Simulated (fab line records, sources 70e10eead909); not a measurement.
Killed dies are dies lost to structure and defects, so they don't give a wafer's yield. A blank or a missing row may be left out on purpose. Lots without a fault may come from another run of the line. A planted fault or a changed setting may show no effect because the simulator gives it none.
A struck lot beside a sound one | flow nand_harc | 19 steps out of a route of 1302
Sound: wafers L788.1, L788.5, L788.6. Struck: wafer L791.6. (L791.3 of the same lot was not struck and is left out.) The cause comes at the end.
At each step with rows: each side's tool, then ch and its chambers, then its first start. Under that, the readings that differ: sound wafers | struck wafers | difference of the means | sigmas: that difference in standard deviations of wafers without a fault.
alike: readings whose means differ by less than 2 such deviations, and words and numbers that are the same on both sides. not compared: withheld readings, readings that some wafer has no value for, bounds like >300 that may hide the same value, and numbers for which the record gives no deviation and whose values overlap.
The two part at a step that has a row with sigmas, a row that says differs or no value, or rows on one side only. Numbers that don't overlap but have no deviation are shown without sigmas and don't part them. A reading that every wafer of one side lacks parts them only if that side has two wafers or more.

first, 9 steps without rows for these wafers: NHARC_THIN_TSV_PVD_24 (deposits Al, target thk 800 nm); NHARC_THIN_TSV_DEHYDRATE_25 (time 120 s); NHARC_THIN_TSV_HMDS_26 (time 30 s); NHARC_THIN_TSV_COAT_27; NHARC_THIN_TSV_SOFTBAKE_28 (time 95 s); NHARC_THIN_TSV_EBR_29; NHARC_THIN_TSV_EXPOSE_30 (exposes mask PAD); NHARC_THIN_TSV_PEB_31 (peb time 85 s); NHARC_THIN_TSV_DEVELOP_32 (time 70 s).
NHARC_THIN_TSV_CD_MEAS_33: target cd 5000 nm.
  sound on cd_sem-01 ch 0, day 28 18:41; struck on cd_sem-01 ch 0, day 29 08:11
  alike: cd_nm
then, 1 step without rows for these wafers: NHARC_THIN_TSV_HARDBAKE_34 (time 80 s).
NHARC_THIN_TSV_DESCUM_35: chemistry O2, time 3 s.
  sound on rie_diel-05 ch 1,2,3, day 28 18:50; struck on rie_diel-08 ch 3, day 29 08:23
  alike: chamber_pressure_mTorr, drypump_motor_current_A, oes_product_au, rf_vpp_V, showerhead_plenum_p_Torr, throttle_valve_pct
  not compared: rf_hours_counter_h
NHARC_THIN_TSV_ETCH_59: etches the open film in Cl2/BCl3, target depth 880 nm, time 138.1 s.
  sound on rie_metal-02 ch 0,1, day 28 18:59; struck on rie_metal-02 ch 0, day 29 08:35
  reading               | sound             | struck | difference | sigmas
  oes_product_au (a.u.) | 0.995 1.005 1.002 | 1.363  | +0.362     | +48
  alike: bcl3_flow_sccm, chamber_pressure_mTorr, drypump_motor_current_A, throttle_valve_pct
  not compared: rf_hours_counter_h
NHARC_THIN_TSV_ETCH_36: etches the open film in Cl2/BCl3, target depth 65 nm, time 18.571 s.
  sound on rie_metal-02 ch 0,1, day 28 19:16; struck on rie_metal-02 ch 0, day 29 08:45
  alike: chamber_pressure_mTorr, drypump_motor_current_A, oes_product_au
  not compared: rf_hours_counter_h
NHARC_THIN_TSV_STRIP_56: strips in O2.
  sound on plasma_asher-01 ch 0,1, day 28 19:22; struck on plasma_asher-01 ch 1, day 29 08:56
  alike: drypump_motor_current_A, heater_power_w
  not compared: rf_hours_counter_h
then, 1 step without rows for these wafers: NHARC_THIN_TSV_STRIP_57 (strips in post etch residue remover, time 1200 s).
NHARC_THIN_TSV_CD_MEAS_37:
  sound on cd_sem-03, day 28 20:14; struck on cd_sem-01, day 29 09:39
  reading    | sound                | struck | difference | sigmas
  cd_nm (nm) | 5001.5 5002.1 5002.6 | 4980.9 | -21.2      | -11
then, 1 step without rows for these wafers: NHARC_THIN_TSV_ANNEAL_58 (time 1800 s).
NHARC_END_SORT_01:
  sound on prober-02 ch 0, day 29 01:22; struck on prober-01 ch 0, day 29 21:10
  reading                | sound   | struck | difference | sigmas
  killed_dies            | 66 78   | 38     | -34        | -2
  sort_bin_2_pct (%)     | 3.2 4.6 | 1.6    | -2.3       | -2
  sort_bin_3_pct (%)     | 0.7 1.0 | 0.1    | -0.8       | -2
  sort_n_pass            | 611 599 | 639    | +34        | +2
  sort_rim_yield_pct (%) | 86 89   | 97     | +10        | +2
  alike: defect_limited_yield, killed_at_array, killed_at_other, killed_at_periphery, killed_open, killed_short, sort_bin_4_pct, sort_yield_pct

WHERE THEY PART
First at NHARC_THIN_TSV_ETCH_59; last, within this record, at NHARC_END_SORT_01.

WHY: what the simulator had put in
Process parameter drift: rie_metal-02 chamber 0, from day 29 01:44 on, at NHARC_THIN_TSV_ETCH_59. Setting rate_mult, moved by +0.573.
